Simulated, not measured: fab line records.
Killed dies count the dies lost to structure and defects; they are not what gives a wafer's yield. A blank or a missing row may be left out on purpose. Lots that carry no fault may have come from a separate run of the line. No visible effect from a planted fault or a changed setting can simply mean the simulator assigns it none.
Chamber matching -- flow n5_finfet -- N5_BEOL_M8_STRIP_36 on rie_diel-01: 4 sister chambers
The step strips in N2/H2. 14 wafers are shown with their chamber, then 7 later ones without.

## WAFERS WITH THEIR CHAMBER
wafer,chamber,drypump_motor_current_A (A),throttle_valve_pct (%),showerhead_plenum_p_Torr (Torr)
L077.2,0,6.1,23.86,2.40
L077.4,1,5.3,23.79,2.51
L077.5,2,6.4,23.24,2.48
L076.1,2,6.4,23.24,2.48
L076.3,3,5.8,23.45,2.47
L076.4,1,5.4,23.77,2.51
L088.1,0,6.1,23.53,2.71
L088.2,1,5.3,23.63,2.50
L088.3,3,5.8,23.51,2.45
L088.4,2,6.4,23.30,2.47
L088.5,1,5.3,23.64,2.50
L088.6,0,6.1,23.55,2.71
L094.1,2,6.4,23.29,2.47
L094.2,0,6.1,23.53,2.71

SIGNATURES, as means of the wafers listed above
reading,chamber 0,chamber 1,chamber 2,chamber 3,scatter within a chamber
drypump_motor_current_A,6.100,5.325,6.400,5.800,0.0274
throttle_valve_pct,23.6175,23.7075,23.2675,23.4800,0.102
showerhead_plenum_p_Torr,2.6325,2.5050,2.4750,2.4600,0.0851
Rule: distance of a wafer from a chamber = root of the sum over the readings of ((wafer's reading minus chamber's mean) / reading's scatter) squared. If the next closest chamber is less than 2 further off than the closest, the wafer can't be placed; otherwise it belongs to the closest. How the scatter is found: for the shown wafers, subtract from each reading the mean of its chamber, square and add these, divide the total by (wafers less chambers), then take the root.

## WAFERS WHOSE CHAMBER IS MISSING
wafer,drypump_motor_current_A (A),throttle_valve_pct (%),showerhead_plenum_p_Torr (Torr)
L094.6,5.7,23.51,2.45
L091.1,6.1,23.55,2.71
L091.4,6.4,23.30,2.46
L091.5,5.3,23.66,2.50
L095.1,5.8,23.50,2.45
L095.5,6.4,23.28,2.46
L095.6,5.8,23.52,2.45

## WHICH CHAMBER EACH ONE RAN IN
wafer,from the rows above,in truth
L094.6,3,3
L091.1,0,0
L091.4,2,2
L091.5,1,1
L095.1,3,3
L095.5,2,2
L095.6,3,3
Correctly placed: 7 of 7. Can't be placed from these rows: 0. Placed wrongly: 0.
